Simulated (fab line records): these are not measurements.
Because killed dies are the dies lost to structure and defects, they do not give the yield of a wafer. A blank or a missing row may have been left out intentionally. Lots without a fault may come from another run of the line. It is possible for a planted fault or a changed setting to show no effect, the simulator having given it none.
fab line records	flow nand_harc
[record] lots = 11	wafers = 33	last_day = 34
route steps=1302 shown A_STAIRCASE@710 END@1302
lots that met no fault: taken from a fault-free run of the same line
start_h: hours from the record's opening day to when the first of the lot's shown wafers began	wait_h: hours from the lot's prior step to this one	" unchanged from the row above	L1.1+2: a single row standing in for several wafers	- no value, or no start was given	* or withheld: withheld	< > ~ a bound
route shown NAME@n: NAME is a module with steps in the file, n the number in the route of the first one	usual: the fault-free wafers' mean and standard deviation	same: alike in all rows	chamber/n: place in a boat	sites: each site's reading	_std_site: how widely they spread, as a standard deviation	_edge_site: mean of outer sites minus mean of inner sites	radius_mm: how far each site lies from the wafer's centre	mask NAME#n: copy n	behind: the most recent tool/chamber to have shaped the wafer	hold: reason for holding the lot/hours on hold/outcome of the hold	device: whichever transistor did not switch (one of n, p or np)	end of line: tests run on the same wafers once the route is complete	a step without rows: its recipe alone	killed: dies that structure and defects cost at the first sort, which is not the same as the wafer's yield	map: per-die view of a wafer (x killed, . not killed, _ where there is no die)
set.NAME: the setting that was run; set.NAME@STEP: the one run at that earlier step	model.NAME: the simulator's own value behind a step, which no gauge read
one table for each step of the route and one row for each wafer, over a sample of lots
services: when a tool's chamber went out of use (start_h, in hours from the record's first day, below 0 if earlier), for how many hours, and the reason
[[steps]]
[step NHARC_A_STAIRCASE_TRIM_196]
[recipe] time_s = 211.2	o2_flow_sccm = 500	ar_flow_sccm = 0	bias_w = 0	chemistry = O2
[usual] drypump_motor_current_A = 5.8/0.44	o2_flow_sccm = 500.2/1.5	oes_product_au = 1.002/0.0085	rf_vpp_V = 57.8/0.92	showerhead_plenum_p_Torr = 3.53/0.18	throttle_valve_pct = 17.037/0.0086
lot.wafer	tool	chamber	start_h	wait_h	drypump_motor_current_A	o2_flow_sccm	oes_product_au	rf_hours_counter_h	rf_vpp_V	showerhead_plenum_p_Torr	throttle_valve_pct
L273.2	rie_diel-13	0	382.65	0.1	5.4	501.1	1.012	12	59.0	3.80	17.029
L273.4	"	1	"	"	5.6	498.5	1.005	12	57.9	3.42	17.029
L273.3	"	2	"	"	6.2	501.8	0.998	10	57.3	3.63	17.049
L272.3	rie_diel-13	2	383.56	0.1	6.3	500.3	0.993	10	58.0	3.63	17.041
L272.5	"	3	"	"	6.2	502.2	0.998	-	57.7	3.65	17.020
L272.6	"	0	"	"	5.4	501.4	0.996	-	58.2	3.80	17.028
L276.4	rie_diel-01	3	403.87	0.1	6.5	503.4	1.005	5	56.7	3.40	17.059
L276.1	"	1	"	"	5.6	502.4	0.998	6	56.1	3.30	17.042
L276.3	"	2	"	"	5.8	501.0	0.982	5	58.1	3.72	17.029
L277.2	rie_diel-01	1	418.89	0.1	5.6	498.5	0.999	10	58.6	3.30	17.043
L277.4	"	2	"	"	5.8	499.1	0.998	10	59.4	3.71	17.032
L277.6	"	0	"	"	5.3	498.6	0.994	-	57.9	3.77	17.028
L282.2	rie_diel-13	1	462.01	0.1	5.6	499.4	0.992	39	58.0	3.41	17.043
L282.4	"	2	"	"	6.2	502.7	0.989	38	58.4	3.61	17.033
L282.3	"	3	"	"	6.3	500.6	0.993	36	58.3	3.64	17.040
L283.3	rie_diel-13	2	476.21	0.1	6.2	497.7	1.002	42	56.2	3.61	17.037
L283.4	"	3	"	"	6.3	498.4	1.003	41	58.7	3.63	17.049
L283.6	"	0	"	"	5.4	500.8	0.996	-	59.2	3.78	17.041
L288.4	rie_diel-01	0	520.34	0.1	5.4	500.1	0.993	41	57.7	3.75	17.024
L288.3	"	1	"	"	5.7	501.0	0.999	40	57.1	3.29	17.031
L288.6	"	0	"	"	5.4	501.3	0.994	-	58.6	3.75	17.052
L289.4	rie_diel-06	2	553.01	0.1	5.3	498.3	1.006	24	57.3	3.36	17.038
L289.6	"	2	"	"	5.3	500.6	1.006	-	57.4	3.36	17.042
L289.5	"	3	"	"	5.4	498.7	0.996	-	57.5	3.37	17.038
L291.4	rie_diel-01	0	570.07	0.1	5.4	501.9	1.001	0	58.4	3.75	17.045
L291.2	"	2	"	"	5.8	500.8	1.004	0	57.4	3.69	17.038
L291.1	"	3	"	"	6.6	496.0	1.015	0	55.9	3.38	17.043
L292.2	rie_diel-13	2	586.53	0.1	6.3	501.4	0.994	22	58.3	3.59	17.031
L292.5	"	0	"	"	5.5	500.4	1.009	-	58.8	3.76	17.029
L292.6	"	1	"	"	5.6	496.8	0.990	-	58.5	3.38	17.032
L294.2	rie_diel-13	2	599.74	0.1	6.2	500.1	1.000	25	57.9	3.59	17.031
L294.1	"	3	"	"	6.3	500.4	0.998	15	57.7	3.61	17.039
L294.5	"	2	"	"	6.2	502.2	0.992	-	58.8	3.59	17.025
[step NHARC_A_STAIRCASE_ETCH_201]
[recipe] target_depth_a = 1000	time_s = 40.5	ion_energy_ev = 400	c4f8_flow_sccm = 20	o2_flow_sccm = 10	ar_flow_sccm = withheld	rf_w = 600	bias_w = 1000	chemistry = C4F8/O2
[usual] bias_w = 1000.2/2.7	chamber_pressure_mTorr = 25.001/0.023	oes_product_au = 0.948/0.0098	rf_fwd_power_W = 592.3/2.8	rf_vpp_V = 896/6.6
lot.wafer	tool	chamber	start_h	wait_h	bias_w	chamber_pressure_mTorr	oes_product_au	rf_fwd_power_W	rf_hours_counter_h	rf_vpp_V
L273.3	rie_diel-13	1	-	-	1001.2	25.017	0.945	592.6	12	893
L273.2	"	2	"	"	1000.8	24.956	0.943	590.4	10	900
L273.4	"	3	"	"	1000.5	24.967	0.939	588.9	7	900
L272.3	rie_diel-13	3	-	-	1002.5	24.981	0.930	586.7	7	900
L272.5	"	3	"	"	1000.1	24.986	0.940	586.8	-	900
L272.6	"	0	"	"	997.6	24.963	0.936	590.1	-	906
L276.4	rie_diel-01	0	-	-	1006.3	25.026	0.935	589.7	6	904
L276.1	"	1	"	"	1003.8	24.984	0.938	590.1	7	886
L276.3	"	2	"	"	1001.8	24.991	0.937	592.1	6	902
L277.2	rie_diel-01	1	-	-	1000.7	24.996	0.947	587.5	10	888
L277.4	"	3	"	"	999.4	25.040	0.956	591.8	12	891
L277.6	"	0	"	"	998.9	25.014	0.935	590.2	-	904
L282.2	rie_diel-13	3	-	-	1000.8	25.030	0.934	592.2	36	900
L282.4	"	0	"	"	999.6	24.951	0.947	592.3	43	906
L282.3	"	1	"	"	1005.5	24.988	0.934	592.6	39	891
L283.3	rie_diel-13	3	-	-	995.7	25.020	0.947	589.9	42	901
L283.4	"	0	"	"	993.9	24.996	0.947	589.4	49	904
L283.6	"	3	"	"	1000.8	25.031	0.954	588.8	-	900
L288.3	rie_diel-01	2	-	-	996.9	24.989	0.942	595.5	38	901
L288.4	"	1	"	"	1002.0	25.006	0.944	590.9	40	887
L288.6	"	2	"	"	999.5	24.989	0.938	595.1	-	901
L289.4	rie_diel-06	3	-	-	998.6	25.003	0.957	593.3	18	890
L289.5	"	0	"	"	995.4	24.985	0.954	594.6	-	898
L289.6	"	1	"	"	1002.5	25.020	0.944	589.8	-	906
L291.2	rie_diel-01	0	-	-	1000.6	25.001	0.955	588.7	0	905
L291.1	"	1	"	"	1002.5	25.017	0.947	588.9	0	906
L291.4	"	2	"	"	1000.0	25.007	0.931	594.4	0	901
L292.2	rie_diel-13	2	-	-	1004.8	24.973	0.939	592.9	22	899
L292.5	"	3	"	"	1001.9	25.009	0.938	587.0	-	900
L292.6	"	0	"	"	996.7	25.004	0.938	591.7	-	904
L294.2	rie_diel-13	3	-	-	1003.6	25.018	0.933	591.8	16	898
L294.1	"	0	"	"	1003.1	25.003	0.946	589.5	25	903
L294.5	"	0	"	"	1001.1	25.013	0.953	591.4	-	904
[step NHARC_A_STAIRCASE_ETCH_221]
[recipe] target_depth_a = 1000	time_s = 40.5	ion_energy_ev = 400	c4f8_flow_sccm = 20	o2_flow_sccm = 10	ar_flow_sccm = withheld	rf_w = 600	bias_w = 1000	chemistry = C4F8/O2
[usual] bias_w = 999/3.5	chamber_pressure_mTorr = 24.999/0.022	oes_product_au = 0.944/0.013	rf_fwd_power_W = 592/3	rf_vpp_V = 896/6.3
lot.wafer	tool	chamber	start_h	wait_h	bias_w	chamber_pressure_mTorr	oes_product_au	rf_fwd_power_W	rf_hours_counter_h	rf_vpp_V
L273.3	rie_diel-06	0	385.82	-	1001	25.011	0.967	596	23	899
L273.2	"	2	"	"	999	25.006	0.953	595	28	890
L273.4	"	3	"	"	996	25.017	0.962	594	27	892
L272.3	rie_diel-06	3	386.55	-	991	24.986	0.961	592	27	892
L272.5	"	2	"	"	991	25.002	0.946	597	-	891
L272.6	"	3	"	"	989	25.000	0.964	591	-	891
L276.1	rie_diel-01	1	407.28	-	996	24.986	0.930	590	7	889
L276.4	"	2	"	"	999	24.960	0.933	593	6	903
L276.3	"	3	"	"	999	24.994	0.934	589	6	891
L277.2	rie_diel-01	1	421.88	-	1000	24.990	0.933	591	11	887
L277.4	"	2	"	"	1000	24.999	0.937	593	11	903
L277.6	"	2	"	"	1002	24.988	0.938	594	-	903
L282.3	rie_diel-06	3	464.99	-	-	-	-	-	-	-
L282.2	"	0	"	"	-	-	-	-	-	-
L282.4	"	1	"	"	-	-	-	-	-	-
L283.3	rie_diel-06	2	478.86	-	-	-	-	-	-	-
L283.4	"	3	"	"	-	-	-	-	-	-
L283.6	"	1	"	"	-	-	-	-	-	-
L288.4	rie_diel-01	3	523.85	-	1000	24.978	0.945	595	38	890
L288.3	"	1	"	"	1006	24.939	0.934	588	41	887
L288.6	"	0	"	"	998	25.047	0.937	587	-	904
L289.4	rie_diel-01	1	555.70	-	1003	25.018	0.948	590	50	887
L289.5	"	1	"	"	1002	24.984	0.959	593	-	887
L289.6	"	2	"	"	1002	24.989	0.945	594	-	902
L291.2	rie_diel-06	0	572.89	-	1003	25.026	0.936	593	26	899
L291.4	"	1	"	"	998	25.012	0.922	595	29	907
L291.1	"	2	"	"	1003	25.000	0.933	592	29	888
L292.2	rie_diel-13	3	589.74	-	1002	25.005	0.973	590	13	899
L292.6	"	2	"	"	1003	24.981	0.943	593	-	899
L292.5	"	3	"	"	1000	25.020	0.973	592	-	900
L294.1	rie_diel-06	1	602.44	-	998	24.980	0.970	594	39	905
L294.2	"	3	"	"	996	25.017	0.952	591	31	889
L294.5	"	0	"	"	1002	25.004	0.971	598	-	898
[step NHARC_A_STAIRCASE_TRIM_231]
[recipe] time_s = 211.2	o2_flow_sccm = 500	ar_flow_sccm = 0	bias_w = 0	chemistry = O2
[usual] drypump_motor_current_A = 5.9/0.43	o2_flow_sccm = 499.9/1.5	oes_product_au = 1.002/0.0074	rf_vpp_V = 57.8/1	showerhead_plenum_p_Torr = 3.55/0.17	throttle_valve_pct = 17.036/0.0085
lot.wafer	tool	chamber	start_h	wait_h	drypump_motor_current_A	o2_flow_sccm	oes_product_au	rf_hours_counter_h	rf_vpp_V	showerhead_plenum_p_Torr	throttle_valve_pct
L273.3	rie_diel-06	2	-	-	5.3	500.7	1.000	29	58.0	3.39	17.031
L273.4	"	3	"	"	5.4	499.5	1.019	28	58.4	3.40	17.042
L273.2	"	0	"	"	6.5	500.3	1.003	24	57.7	3.64	17.040
L272.3	rie_diel-13	2	-	-	6.2	501.4	1.005	13	58.1	3.63	17.042
L272.6	"	2	"	"	6.2	500.1	0.994	-	58.5	3.63	17.031
L272.5	"	3	"	"	6.3	498.9	1.001	-	58.0	3.65	17.045
L276.4	rie_diel-01	2	-	-	5.8	499.4	0.991	7	58.9	3.72	17.032
L276.3	"	3	"	"	6.6	498.7	1.004	7	57.9	3.40	17.036
L276.1	"	0	"	"	5.4	499.9	0.997	7	58.4	3.77	17.035
L277.2	rie_diel-01	3	-	-	6.6	500.5	1.004	13	56.4	3.40	17.042
L277.4	"	1	"	"	5.6	498.9	1.002	12	57.9	3.30	17.041
L277.6	"	3	"	"	6.6	498.6	1.012	-	56.6	3.40	17.029
L282.2	rie_diel-06	3	-	-	5.4	500.5	1.014	54	56.7	3.38	17.022
L282.4	"	0	"	"	6.5	502.5	1.004	51	58.9	3.62	17.037
L282.3	"	1	"	"	5.9	499.6	1.006	53	57.2	3.29	17.028
L283.3	rie_diel-01	0	-	-	5.4	500.2	0.996	30	60.3	3.76	17.047
L283.4	"	2	"	"	5.8	498.1	0.997	28	58.0	3.70	17.034
L283.6	"	0	"	"	5.3	502.6	0.994	-	58.1	3.76	17.037
L288.4	rie_diel-06	2	-	-	5.3	501.8	1.009	13	57.8	3.36	17.043
L288.3	"	0	"	"	6.5	501.5	1.009	10	57.8	3.61	17.051
L288.6	"	2	"	"	5.3	500.4	1.001	-	57.4	3.36	17.038
L289.4	rie_diel-06	3	-	-	5.4	502.2	1.017	18	57.2	3.37	17.031
L289.5	"	0	"	"	6.5	500.1	1.000	-	58.1	3.61	17.037
L289.6	"	1	"	"	5.9	500.0	1.009	-	58.9	3.79	17.043
L291.1	rie_diel-01	2	-	-	5.8	501.1	0.998	1	59.4	3.69	17.035
L291.2	"	3	"	"	6.6	499.6	0.998	1	57.5	3.38	17.041
L291.4	"	0	"	"	5.4	496.8	0.996	1	59.6	3.75	17.036
L292.2	rie_diel-13	3	-	-	6.3	499.0	0.991	13	57.6	3.61	17.027
L292.6	"	2	"	"	6.3	498.7	0.996	-	58.9	3.59	17.036
L292.5	"	3	"	"	6.3	501.6	1.003	-	58.6	3.61	17.055
L294.1	rie_diel-13	1	-	-	5.6	500.2	1.000	27	57.5	3.38	17.042
L294.2	"	2	"	"	6.3	500.0	0.994	26	59.5	3.59	17.041
L294.5	"	0	"	"	5.4	498.7	1.008	-	59.0	3.75	17.021
[step NHARC_END_SORT_01]
[recipe] temp_c = 25
[usual] killed_at_array = 58/20	killed_at_other = 0.9/1.4	killed_at_periphery = 4/3.1	killed_dies = 63/20	killed_open = 3.3/1.8	killed_short = 2.4/1.5
[same] gross_dies = 677
lot.wafer	tool	chamber	start_h	wait_h	hold	killed_at_array	killed_at_other	killed_at_periphery	killed_dies	killed_open	killed_short
L272.3	prober-01	0	594.89	3.1	-	41	0	5	46	5	3
L272.5	prober-01	0	596.48	3.7	-	40	0	7	47	6	2
L272.6	prober-01	0	597.28	4.0	-	48	1	6	55	2	3
L273.2	prober-02	0	604.26	2.8	-	59	0	3	62	3	1
L273.3	prober-02	0	605.06	3.1	-	66	0	2	68	3	6
L273.4	prober-02	0	605.86	3.4	-	59	1	1	61	4	3
L276.1	prober-02	0	613.91	2.5	-	56	1	1	58	4	3
L276.3	prober-02	0	615.49	3.1	-	64	0	1	65	4	6
L276.4	prober-02	0	616.28	3.4	-	76	0	0	76	0	5
L277.2	prober-02	0	634.14	2.8	-	34	1	0	35	4	3
L277.4	prober-02	0	635.74	3.4	-	43	2	1	46	5	7
L277.6	prober-02	0	637.34	4.0	-	36	1	1	38	5	2
L282.2	prober-01	0	688.57	2.8	await_dispo/0.9h/scrap	673	0	4	677	7	3
L282.3	prober-01	0	689.36	3.1	await_dispo/0.9h/scrap	673	0	4	677	1	2
L282.4	prober-01	0	690.15	3.4	await_dispo/0.9h/scrap	665	1	11	677	2	4
L283.3	prober-02	0	689.32	3.1	await_dispo/4.6h/scrap	672	1	4	677	5	3
L283.4	prober-02	0	690.11	3.4	await_dispo/4.6h/scrap	673	1	3	677	4	4
L283.6	prober-02	0	691.71	4.0	await_dispo/4.6h/scrap	669	1	7	677	6	4
L288.3	prober-02	0	732.15	3.1	-	67	1	7	75	4	4
L288.4	prober-02	0	732.97	3.5	-	67	1	3	71	1	2
L288.6	prober-02	0	734.60	4.1	-	47	0	6	53	4	3
L289.4	prober-01	0	773.68	3.4	-	56	0	7	63	3	1
L289.5	prober-01	0	774.48	3.7	-	43	0	8	51	1	1
L289.6	prober-01	0	775.27	4.0	-	32	0	8	40	3	1
L294.1	prober-02	0	796.74	2.5	-	44	2	2	48	4	1
L294.2	prober-02	0	797.54	2.8	-	54	1	2	57	3	1
L294.5	prober-02	0	799.92	3.7	-	56	3	2	61	3	5
L292.2	prober-01	0	797.57	2.8	-	50	1	2	53	5	2
L292.5	prober-01	0	799.99	3.7	-	44	0	1	45	2	4
L292.6	prober-01	0	800.80	4.0	-	54	0	0	54	1	3
L291.1	prober-01	0	804.62	2.5	-	45	0	5	50	4	2
L291.2	prober-01	0	805.42	2.8	-	31	0	2	33	3	1
L291.4	prober-01	0	807.01	3.4	-	40	0	9	49	7	2
// killed by level:class
L272.3 A_SLIT:chamber_film_flake=17 A_CHANNEL_HOLE_D2:chamber_film_flake=6 A_BONDPAD:chamber_film_flake=5 P_GATE:chamber_film_flake=4 A_CONTACT:chamber_film_flake=3 A_SOURCE_PLATE:geometric_particle:short=1 A_CHANNEL_HOLE_D1:geometric_particle:open=1 A_CHANNEL_HOLE_D2:geometric_particle:open=1
L272.5 A_SLIT:chamber_film_flake=14 A_CHANNEL_HOLE_D2:chamber_film_flake=7 P_GATE:chamber_film_flake=4 A_BONDPAD:chamber_film_flake=4 A_DECK1_JOINT:chamber_film_flake=2 A_STAIRCASE:chamber_film_flake=2 A_CONTACT:chamber_film_flake=2 P_GATE:geometric_particle:short=1
L272.6 A_SLIT:chamber_film_flake=28 A_CHANNEL_HOLE_D2:chamber_film_flake=8 A_STAIRCASE:chamber_film_flake=3 A_BONDPAD:chamber_film_flake=3 P_M0:geometric_particle:open=2 P_GATE:chamber_film_flake=2 A_CONTACT:chamber_film_flake=2 P_GATE:geometric_particle:short=1
L273.2 A_CHANNEL_HOLE_D1:chamber_film_flake=36 A_SLIT:chamber_film_flake=5 A_CHANNEL_HOLE_D2:chamber_film_flake=4 A_CONTACT:chamber_film_flake=4 A_STAIRCASE:chamber_film_flake=3 A_CHANNEL_FILL_D2:chamber_film_flake=2 P_GATE:chamber_film_flake=2 P_GATE:geometric_particle:open=1
L273.3 A_CHANNEL_HOLE_D1:chamber_film_flake=38 A_CHANNEL_HOLE_D2:chamber_film_flake=7 A_CHANNEL_FILL_D2:chamber_film_flake=3 A_STAIRCASE:chamber_film_flake=3 A_CONTACT:chamber_film_flake=3 A_CHANNEL_HOLE_D1:geometric_particle:short=2 A_CHANNEL_FILL_D2:geometric_particle:short=2 A_SLIT:chamber_film_flake=2
L273.4 A_CHANNEL_HOLE_D1:chamber_film_flake=39 A_CHANNEL_HOLE_D2:chamber_film_flake=6 A_CONTACT:chamber_film_flake=3 A_CHANNEL_FILL_D1:chamber_film_flake=2 A_CHANNEL_FILL_D1:geometric_particle:open=1 A_DECK1_JOINT:geometric_particle:open=1 A_ONON_D2:geometric_particle:short=1 A_ONON_D2:geometric_particle:open=1
L276.1 A_CHANNEL_HOLE_D2:chamber_film_flake=30 A_SLIT:chamber_film_flake=13 A_CONTACT:chamber_film_flake=3 A_CHANNEL_HOLE_D2:geometric_particle:open=2 A_CHANNEL_HOLE_D1:chamber_film_flake=2 P_M0:geometric_particle:open=1 A_SOURCE_PLATE:geometric_particle:short=1 A_ONON_D1:geometric_particle:short=1
L276.3 A_CHANNEL_HOLE_D2:chamber_film_flake=29 A_SLIT:chamber_film_flake=18 A_CHANNEL_HOLE_D1:chamber_film_flake=4 A_CHANNEL_FILL_D2:geometric_particle:short=2 A_DECK1_JOINT:chamber_film_flake=2 A_SOURCE_PLATE:geometric_particle:open=1 A_CHANNEL_FILL_D1:geometric_particle:open=1 A_CHANNEL_FILL_D1:geometric_particle:short=1
L276.4 A_SLIT:chamber_film_flake=32 A_CHANNEL_HOLE_D2:chamber_film_flake=30 A_CONTACT:chamber_film_flake=4 A_ONON_D1:geometric_particle:short=2 A_DECK1_JOINT:geometric_particle:short=2 A_CHANNEL_HOLE_D1:chamber_film_flake=2 A_BONDPAD:chamber_film_flake=2 A_M0:geometric_particle:short=1
L277.2 A_CHANNEL_HOLE_D2:chamber_film_flake=16 A_WL_FILL:chamber_film_flake=4 A_CHANNEL_HOLE_D1:chamber_film_flake=3 A_ONON_D1:geometric_particle:open=2 A_CONTACT:chamber_film_flake=2 A_SOURCE_PLATE:geometric_particle:short=1 A_CHANNEL_FILL_D1:geometric_particle:short=1 A_DECK1_JOINT:geometric_particle:open=1
L277.4 A_CHANNEL_HOLE_D2:chamber_film_flake=11 A_CONTACT:chamber_film_flake=7 A_CHANNEL_HOLE_D1:chamber_film_flake=4 A_STAIRCASE:chamber_film_flake=3 A_WL_FILL:chamber_film_flake=3 A_CHANNEL_FILL_D2:geometric_particle:short=2 A_BLC:geometric_particle:short=2 A_DECK1_JOINT:chamber_film_flake=2
L277.6 A_CHANNEL_HOLE_D2:chamber_film_flake=14 A_CHANNEL_HOLE_D1:chamber_film_flake=4 A_CONTACT:chamber_film_flake=4 A_WL_FILL:chamber_film_flake=3 A_ONON_D1:geometric_particle:open=2 A_SOURCE_PLATE:geometric_particle:short=1 A_CHANNEL_HOLE_D2:geometric_particle:open=1 A_WL_FILL:geometric_particle:short=1
L282.2 A_STAIRCASE:area_etch=607 A_CHANNEL_HOLE_D1:chamber_film_flake=30 A_SLIT:chamber_film_flake=14 A_CHANNEL_HOLE_D2:chamber_film_flake=5 A_CONTACT:chamber_film_flake=5 A_STAIRCASE:chamber_film_flake=4 A_WL_FILL:geometric_particle:short=2 A_M0:geometric_particle:open=2
L283.3 A_STAIRCASE:area_etch=621 A_CHANNEL_HOLE_D1:chamber_film_flake=25 A_CHANNEL_HOLE_D2:chamber_film_flake=10 A_SLIT:chamber_film_flake=3 A_CHANNEL_FILL_D2:geometric_particle:open=2 P_BONDPAD:chamber_film_flake=2 A_STAIRCASE:chamber_film_flake=2 A_WL_FILL:chamber_film_flake=2
L282.3 A_STAIRCASE:area_etch=614 A_CHANNEL_HOLE_D1:chamber_film_flake=28 A_SLIT:chamber_film_flake=14 A_STAIRCASE:chamber_film_flake=7 A_CHANNEL_HOLE_D2:chamber_film_flake=5 P_BONDPAD:chamber_film_flake=2 A_CONTACT:chamber_film_flake=2 P_M1:geometric_particle:short=1
L283.4 A_STAIRCASE:area_etch=604 A_CHANNEL_HOLE_D1:chamber_film_flake=32 A_CHANNEL_HOLE_D2:chamber_film_flake=19 P_BONDPAD:chamber_film_flake=3 A_STAIRCASE:chamber_film_flake=3 A_SLIT:chamber_film_flake=3 A_ZERO_WELL:chamber_film_flake=2 A_CHANNEL_FILL_D1:geometric_particle:short=1
L282.4 A_STAIRCASE:area_etch=586 A_CHANNEL_HOLE_D1:chamber_film_flake=34 A_SLIT:chamber_film_flake=20 A_CHANNEL_HOLE_D2:chamber_film_flake=11 P_BONDPAD:chamber_film_flake=4 A_STAIRCASE:chamber_film_flake=4 A_CONTACT:chamber_film_flake=4 P_ZERO_WELL:chamber_film_flake=2
L283.6 A_STAIRCASE:area_etch=597 A_CHANNEL_HOLE_D1:chamber_film_flake=36 A_CHANNEL_HOLE_D2:chamber_film_flake=23 P_BONDPAD:chamber_film_flake=4 A_CHANNEL_FILL_D1:geometric_particle:open=2 P_CONTACT:geometric_particle:open=1 A_ONON_D1:geometric_particle:short=1 A_CHANNEL_HOLE_D1:geometric_particle:short=1
L288.3 A_SLIT:chamber_film_flake=22 A_CHANNEL_HOLE_D2:chamber_film_flake=18 A_CHANNEL_HOLE_D1:chamber_film_flake=7 P_GATE:chamber_film_flake=4 A_CONTACT:chamber_film_flake=4 A_BLC:chamber_film_flake=3 A_CHANNEL_FILL_D2:geometric_particle:open=2 A_M1:geometric_particle:short=2
L288.4 A_SLIT:chamber_film_flake=31 A_CHANNEL_HOLE_D2:chamber_film_flake=16 A_CONTACT:chamber_film_flake=5 A_CHANNEL_HOLE_D1:chamber_film_flake=4 A_BLC:chamber_film_flake=3 P_GATE:chamber_film_flake=2 A_STAIRCASE:chamber_film_flake=2 P_M0:geometric_particle:open=1
L288.6 A_SLIT:chamber_film_flake=16 A_CHANNEL_HOLE_D2:chamber_film_flake=6 A_CHANNEL_HOLE_D1:chamber_film_flake=5 A_CONTACT:chamber_film_flake=5 A_STAIRCASE:chamber_film_flake=3 A_ONON_D1:geometric_particle:open=2 A_CHANNEL_FILL_D2:chamber_film_flake=2 P_GATE:chamber_film_flake=2
L289.4 A_SLIT:chamber_film_flake=25 A_CHANNEL_HOLE_D1:chamber_film_flake=14 A_BONDPAD:chamber_film_flake=5 A_STAIRCASE:chamber_film_flake=4 A_CHANNEL_HOLE_D2:chamber_film_flake=3 P_STI:chamber_film_flake=2 P_GATE:chamber_film_flake=2 P_M0:chamber_film_flake=2
L289.5 A_SLIT:chamber_film_flake=26 A_CHANNEL_HOLE_D1:chamber_film_flake=12 P_M0:chamber_film_flake=5 P_STI:geometric_particle:short=1 A_M1:geometric_particle:open=1 P_STI:chamber_film_flake=1 P_GATE:chamber_film_flake=1 A_CHANNEL_HOLE_D2:chamber_film_flake=1
L289.6 A_SLIT:chamber_film_flake=19 P_STI:chamber_film_flake=5 A_CHANNEL_HOLE_D1:chamber_film_flake=5 A_CHANNEL_HOLE_D2:chamber_film_flake=3 A_CONTACT:chamber_film_flake=2 P_CONTACT:geometric_particle:open=1 P_M2:geometric_particle:open=1 A_SOURCE_PLATE:geometric_particle:short=1
L294.1 A_CHANNEL_HOLE_D2:chamber_film_flake=16 A_SLIT:chamber_film_flake=11 A_CONTACT:chamber_film_flake=8 A_CHANNEL_FILL_D1:geometric_particle:open=2 A_M0:chamber_film_flake=2 THIN_TSV:chamber_film_flake=2 P_M1:geometric_particle:short=1 A_ONON_D1:geometric_particle:open=1
L294.2 A_CHANNEL_HOLE_D2:chamber_film_flake=38 A_CONTACT:chamber_film_flake=5 A_SLIT:chamber_film_flake=4 P_M0:geometric_particle:open=2 A_M0:chamber_film_flake=2 A_CHANNEL_FILL_D2:geometric_particle:open=1 STARTING-WAFER:geometric_particle:short=1 A_CHANNEL_HOLE_D1:chamber_film_flake=1
L292.2 A_SLIT:chamber_film_flake=35 A_CONTACT:chamber_film_flake=5 A_SGD_CUT:chamber_film_flake=4 P_M2:geometric_particle:open=2 A_ONON_D1:geometric_particle:open=2 A_CONTACT:geometric_particle:short=1 A_M0:geometric_particle:short=1 STARTING-WAFER:geometric_particle:open=1
L294.5 A_CHANNEL_HOLE_D2:chamber_film_flake=33 A_SLIT:chamber_film_flake=9 A_CONTACT:chamber_film_flake=4 THIN_TSV:chamber_film_flake=3 A_DECK1_JOINT:geometric_particle:short=2 A_M0:chamber_film_flake=2 P_GATE:geometric_particle:open=1 P_M0:geometric_particle:open=1
L292.5 A_SLIT:chamber_film_flake=19 A_CONTACT:chamber_film_flake=9 A_SGD_CUT:chamber_film_flake=6 A_ONON_D1:geometric_particle:short=1 A_CHANNEL_HOLE_D1:geometric_particle:short=1 A_CHANNEL_FILL_D1:geometric_particle:short=1 A_DECK1_JOINT:geometric_particle:open=1 A_CONTACT:geometric_particle:short=1
L292.6 A_SLIT:chamber_film_flake=37 A_SGD_CUT:chamber_film_flake=6 A_CONTACT:chamber_film_flake=4 A_ONON_D2:geometric_particle:short=1 A_CHANNEL_HOLE_D2:geometric_particle:short=1 A_CHANNEL_FILL_D2:geometric_particle:short=1 A_SGD_CUT:geometric_particle:open=1 A_CHANNEL_HOLE_D1:chamber_film_flake=1
L291.1 A_CHANNEL_HOLE_D1:chamber_film_flake=17 A_SLIT:chamber_film_flake=9 A_CONTACT:chamber_film_flake=5 A_STAIRCASE:chamber_film_flake=4 P_GATE:chamber_film_flake=3 A_M0:geometric_particle:open=2 A_CHANNEL_FILL_D1:chamber_film_flake=2 A_DECK1_JOINT:chamber_film_flake=2
L291.2 A_CHANNEL_HOLE_D1:chamber_film_flake=9 A_SLIT:chamber_film_flake=9 A_STAIRCASE:chamber_film_flake=6 A_CONTACT:chamber_film_flake=2 P_CONTACT:geometric_particle:short=1 P_M1:geometric_particle:open=1 A_CHANNEL_FILL_D2:geometric_particle:open=1 A_BLC:geometric_particle:open=1
L291.4 A_CHANNEL_HOLE_D1:chamber_film_flake=10 A_CONTACT:chamber_film_flake=8 A_STAIRCASE:chamber_film_flake=6 A_SLIT:chamber_film_flake=6 P_GATE:chamber_film_flake=4 P_CONTACT:geometric_particle:open=2 A_CHANNEL_FILL_D1:geometric_particle:open=2 P_ZERO_WELL:chamber_film_flake=2
[[services]]
tool	chamber	start_h	hours	kind
rie_diel-01	0	361.44	-	clean
rie_diel-01	1	361.44	-	clean
rie_diel-01	2	361.44	-	clean
rie_diel-01	3	361.44	-	clean
rie_diel-13	0	375.50	-	clean
rie_diel-13	1	375.50	-	clean
rie_diel-13	2	375.50	-	clean
rie_diel-13	3	375.50	-	clean
rie_diel-01	-	382.39	9.0	pm
rie_diel-01	0	382.39	9.0	vent_cycle
rie_diel-01	1	382.39	9.0	vent_cycle
rie_diel-01	2	382.39	9.0	vent_cycle
rie_diel-01	3	382.39	9.0	vent_cycle
rie_diel-13	1	384.78	2.4	repair
rie_diel-01	0	391.39	-	clean
rie_diel-01	1	391.39	-	clean
rie_diel-01	2	391.39	-	clean
rie_diel-06	-	419.89	0.2	repair
rie_diel-01	3	481.29	5.7	repair
rie_diel-06	-	484.56	9.0	pm
rie_diel-06	3	493.93	7.9	repair
rie_diel-13	-	519.00	9.0	pm
rie_diel-13	3	528.26	14.9	repair
rie_diel-01	-	559.39	9.0	pm
[[key]]
[first_sign] step = NHARC_A_STAIRCASE_ETCH_221	reading = tool_record	direction = missing
[effect] step = NHARC_END_SORT_01	reading = killed_at_array	direction = up	sigmas = 31	usual = 58	struck = 671
[more_kills_born_at] NHARC_A_STAIRCASE_ETCH_221@rie_diel-06 = 3631
met_at NHARC_A_STAIRCASE_ETCH_221
struck_lots L282,L283
later_rows_left_out L282.2,L282.3,L282.4,L283.3,L283.4,L283.6
tester_left_out L282,L283
not_acting_at NHARC_A_STAIRCASE_TRIM_196,NHARC_A_STAIRCASE_ETCH_201,NHARC_A_STAIRCASE_TRIM_231
onset_between 386.55 464.99
[fault] kind = skipped_step_whole	tool = rie_diel-06	chamber = -	onset_h = 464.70	steps = NHARC_A_STAIRCASE_ETCH_221	scope = struck_lots_only
// tester_left_out: of these lots the tester's yield and bins aren't shown, on N5 and GAA mostly nor the transistor test; their killed dies are dies lost to structure and defects alone, not to doping, threshold or leakage, so they don't give the yield
// later_rows_left_out: the simulator's readings of these wafers behind a module that went badly wrong aren't trusted and aren't shown, but for the sort
